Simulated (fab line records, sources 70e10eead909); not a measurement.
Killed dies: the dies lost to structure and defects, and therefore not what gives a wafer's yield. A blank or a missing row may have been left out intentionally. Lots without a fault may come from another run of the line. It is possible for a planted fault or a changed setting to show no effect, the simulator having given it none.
Matching of chambers :: flow nandHarc :: NHARC_A_STAIRCASE_TRIM_12 on rieDiel-13 has 4 sister chambers
The step chemistry O2, time 211.2 s. 8 wafers are shown with their chamber, then 10 later ones without.

EACH WAFER AND ITS CHAMBER
wafer: L075.2
chamber: 0
drypumpMotorCurrentA (A): 5.3
showerheadPlenumPTorr (Torr): 3.65

wafer: L085.3
chamber: 0
drypumpMotorCurrentA (A): 5.4
showerheadPlenumPTorr (Torr): 3.64

wafer: L086.4
chamber: 1
drypumpMotorCurrentA (A): 5.4
showerheadPlenumPTorr (Torr): 3.57

wafer: L088.2
chamber: 3
drypumpMotorCurrentA (A): 5.8
showerheadPlenumPTorr (Torr): 3.80

wafer: L088.5
chamber: 1
drypumpMotorCurrentA (A): 5.4
showerheadPlenumPTorr (Torr): 3.57

wafer: L088.6
chamber: 2
drypumpMotorCurrentA (A): 5.5
showerheadPlenumPTorr (Torr): 3.30

wafer: L090.2
chamber: 3
drypumpMotorCurrentA (A): 5.8
showerheadPlenumPTorr (Torr): 3.80

wafer: L090.5
chamber: 2
drypumpMotorCurrentA (A): 5.5
showerheadPlenumPTorr (Torr): 3.30

WAFERS WITH NO CHAMBER GIVEN
wafer: L090.6
drypumpMotorCurrentA (A): 5.8
showerheadPlenumPTorr (Torr): 3.80

wafer: L092.2
drypumpMotorCurrentA (A): 5.8
showerheadPlenumPTorr (Torr): 3.80

wafer: L092.3
drypumpMotorCurrentA (A): 5.4
showerheadPlenumPTorr (Torr): 3.63

wafer: L092.6
drypumpMotorCurrentA (A): 5.4
showerheadPlenumPTorr (Torr): 3.63

wafer: L093.2
drypumpMotorCurrentA (A): 5.3
showerheadPlenumPTorr (Torr): 3.63

wafer: L093.3
drypumpMotorCurrentA (A): 5.5
showerheadPlenumPTorr (Torr): 3.30

wafer: L093.5
drypumpMotorCurrentA (A): 5.5
showerheadPlenumPTorr (Torr): 3.30

wafer: L095.1
drypumpMotorCurrentA (A): 5.8
showerheadPlenumPTorr (Torr): 3.79

wafer: L095.2
drypumpMotorCurrentA (A): 5.3
showerheadPlenumPTorr (Torr): 3.62

wafer: L095.4
drypumpMotorCurrentA (A): 5.4
showerheadPlenumPTorr (Torr): 3.56

WHICH CHAMBER EACH WENT THROUGH
wafer: L090.6
from the rows above: 3
in truth: 3

wafer: L092.2
from the rows above: 3
in truth: 3

wafer: L092.3
from the rows above: 0
in truth: 0

wafer: L092.6
from the rows above: 0
in truth: 0

wafer: L093.2
from the rows above: 0
in truth: 0

wafer: L093.3
from the rows above: 2
in truth: 2

wafer: L093.5
from the rows above: 2
in truth: 2

wafer: L095.1
from the rows above: 3
in truth: 3

wafer: L095.2
from the rows above: 0
in truth: 0

wafer: L095.4
from the rows above: 1
in truth: 1
Correct placement for 10 of the 10. Left unplaced by these rows: 0. Number placed wrongly: 0.
How it was worked out, from the rows above alone: a wafer's distance from a chamber is the root of the sum, over the readings, of the square of ((its reading less the chamber's mean) divided by the reading's scatter). The wafer belongs to the nearest chamber; if the next one is less than 2 further off, it can't be placed. For every chamber, the mean is computed from those of its wafers that are shown. The scatter: the root of (the sum of the squares of (reading less its chamber's mean) over the shown wafers, divided by (wafers less chambers)).
